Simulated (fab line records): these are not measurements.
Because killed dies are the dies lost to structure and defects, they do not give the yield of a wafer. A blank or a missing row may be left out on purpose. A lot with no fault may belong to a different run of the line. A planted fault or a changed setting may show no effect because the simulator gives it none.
Lot-split experiment :: flow n5_finfet :: 21 wafers read from 7 lots, route of 1938 steps

## SPLIT DETAILS
At N5_PASSIVATION_ETCH_15 (etches SiCN in CF4/N2, target depth 75 nm, time 81.2 s), the setting bias_w was moved away from the recipe's 70 W on 5 of the 21 wafers read, by -8.8% to +9.0%. All remaining wafers had this setting at the recipe value.

The split's own step is where the reading is taken.

## THE READING
rf_vpp_V, in V, at N5_PASSIVATION_ETCH_15 (etches SiCN in CF4/N2, target depth 75 nm, time 81.2 s). A value of 382.0 V with a standard deviation of 1.9 V is what fault-free wafers of this fab line usually give.

wafer: L074.1
tool, chamber at the split: rie_diel-03, 0
bias_w as run, W: 73.77
against the recipe: +5.4%
rf_vpp_V, V: 395.3
against lot-mates on the recipe: +13.8

wafer: L074.5
tool, chamber at the split: rie_diel-03, 2
bias_w as run, W: 73.77
against the recipe: +5.4%
rf_vpp_V, V: 398.6
against lot-mates on the recipe: +17.1

wafer: L074.6
tool, chamber at the split: rie_diel-03, 3
bias_w as run, W: 70
against the recipe: recipe
rf_vpp_V, V: 381.5
against lot-mates on the recipe: -

wafer: L075.1
tool, chamber at the split: rie_diel-04, 0
bias_w as run, W: 70
against the recipe: recipe
rf_vpp_V, V: 381.8
against lot-mates on the recipe: -

wafer: L075.4
tool, chamber at the split: rie_diel-04, 3
bias_w as run, W: 70
against the recipe: recipe
rf_vpp_V, V: 381.1
against lot-mates on the recipe: -

wafer: L075.5
tool, chamber at the split: rie_diel-04, 3
bias_w as run, W: 70
against the recipe: recipe
rf_vpp_V, V: 381.5
against lot-mates on the recipe: -

wafer: L080.3
tool, chamber at the split: rie_diel-01, 0
bias_w as run, W: 70
against the recipe: recipe
rf_vpp_V, V: 380.5
against lot-mates on the recipe: -

wafer: L080.4
tool, chamber at the split: rie_diel-01, 2
bias_w as run, W: 70
against the recipe: recipe
rf_vpp_V, V: 383.4
against lot-mates on the recipe: -

wafer: L080.6
tool, chamber at the split: rie_diel-01, 2
bias_w as run, W: 70
against the recipe: recipe
rf_vpp_V, V: 384.0
against lot-mates on the recipe: -

wafer: L085.2
tool, chamber at the split: rie_diel-01, 1
bias_w as run, W: 70
against the recipe: recipe
rf_vpp_V, V: 378.6
against lot-mates on the recipe: -

wafer: L085.3
tool, chamber at the split: rie_diel-01, 2
bias_w as run, W: 70
against the recipe: recipe
rf_vpp_V, V: 383.3
against lot-mates on the recipe: -

wafer: L085.6
tool, chamber at the split: rie_diel-01, 2
bias_w as run, W: 70
against the recipe: recipe
rf_vpp_V, V: 383.4
against lot-mates on the recipe: -

wafer: L086.1
tool, chamber at the split: rie_diel-03, 1
bias_w as run, W: 63.83
against the recipe: -8.8%
rf_vpp_V, V: 361.1
against lot-mates on the recipe: -20.2

wafer: L086.2
tool, chamber at the split: rie_diel-03, 3
bias_w as run, W: 63.83
against the recipe: -8.8%
rf_vpp_V, V: 359.4
against lot-mates on the recipe: -21.9

wafer: L086.4
tool, chamber at the split: rie_diel-03, 0
bias_w as run, W: 70
against the recipe: recipe
rf_vpp_V, V: 381.3
against lot-mates on the recipe: -

wafer: L088.2
tool, chamber at the split: rie_diel-01, 0
bias_w as run, W: 70
against the recipe: recipe
rf_vpp_V, V: 381.6
against lot-mates on the recipe: -

wafer: L088.4
tool, chamber at the split: rie_diel-01, 2
bias_w as run, W: 70
against the recipe: recipe
rf_vpp_V, V: 383.3
against lot-mates on the recipe: -

wafer: L088.5
tool, chamber at the split: rie_diel-01, 0
bias_w as run, W: 70
against the recipe: recipe
rf_vpp_V, V: 379.6
against lot-mates on the recipe: -

wafer: L092.3
tool, chamber at the split: rie_diel-04, 3
bias_w as run, W: 70
against the recipe: recipe
rf_vpp_V, V: 382.0
against lot-mates on the recipe: -

wafer: L092.4
tool, chamber at the split: rie_diel-04, 2
bias_w as run, W: 76.3
against the recipe: +9.0%
rf_vpp_V, V: 401.4
against lot-mates on the recipe: +20.1

wafer: L092.6
tool, chamber at the split: rie_diel-04, 3
bias_w as run, W: 70
against the recipe: recipe
rf_vpp_V, V: 380.6
against lot-mates on the recipe: -

FIT RESULTS
A straight line over all 21 wafers: rf_vpp_V changes by +2.44 V for each +1% of bias_w; r = +0.98; the points scatter about the line by 1.7 V.
The same after taking each lot's own level away (the mean of its wafers on the recipe; 21 wafers): +2.44 V for each +1%; r = +0.99; scatter 1.6 V.
On that fit, the largest move of bias_w shifts the reading by 22 V.
Measured against the standard deviation above, the lots' own levels, which go from 381.30 to 382.63 V, span 0.7 times it.
The two slopes are in agreement: the lot-to-lot level therefore moves the slope only a little.
Check: with one of the wafers moved furthest among these (+9.0%) left out of the fit, the line predicts +23.1 V for it against its lot-mates. It came out at +20.1 V against them.
Tool readings at the split's step, against how far the setting was moved: rf_vpp_V r = +0.98.

## THESE WAFERS: OTHER SPLITS
Note: prior to the reading, these wafers also went through further splits. Each is held against what the fit with the lots' levels taken away leaves over:
other split on the same wafers: N5_BEOL_M14_TRENCH_ETCH_34 time_s
wafers away from the commonest value: 9
r with rf_vpp_V (lot level and that fit taken away): +0.38

other split on the same wafers: N5_BEOL_M15_PEB_26 peb_temp_c
wafers away from the commonest value: 6
r with rf_vpp_V (lot level and that fit taken away): +0.14

other split on the same wafers: N5_BEOL_M15_DEVELOP_27 develop_time_s
wafers away from the commonest value: 5
r with rf_vpp_V (lot level and that fit taken away): -0.09

other split on the same wafers: N5_MIM_BOT_SPUTTER_00 chamber_pressure_pa
wafers away from the commonest value: 15
r with rf_vpp_V (lot level and that fit taken away): +0.26

other split on the same wafers: N5_MIM_TOP_SPUTTER_03 power_w
wafers away from the commonest value: 7
r with rf_vpp_V (lot level and that fit taken away): -0.35

## FILE'S OWN FIT
rf_vpp_V changes by +2.4 V for each +1% of bias_w, r = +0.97.
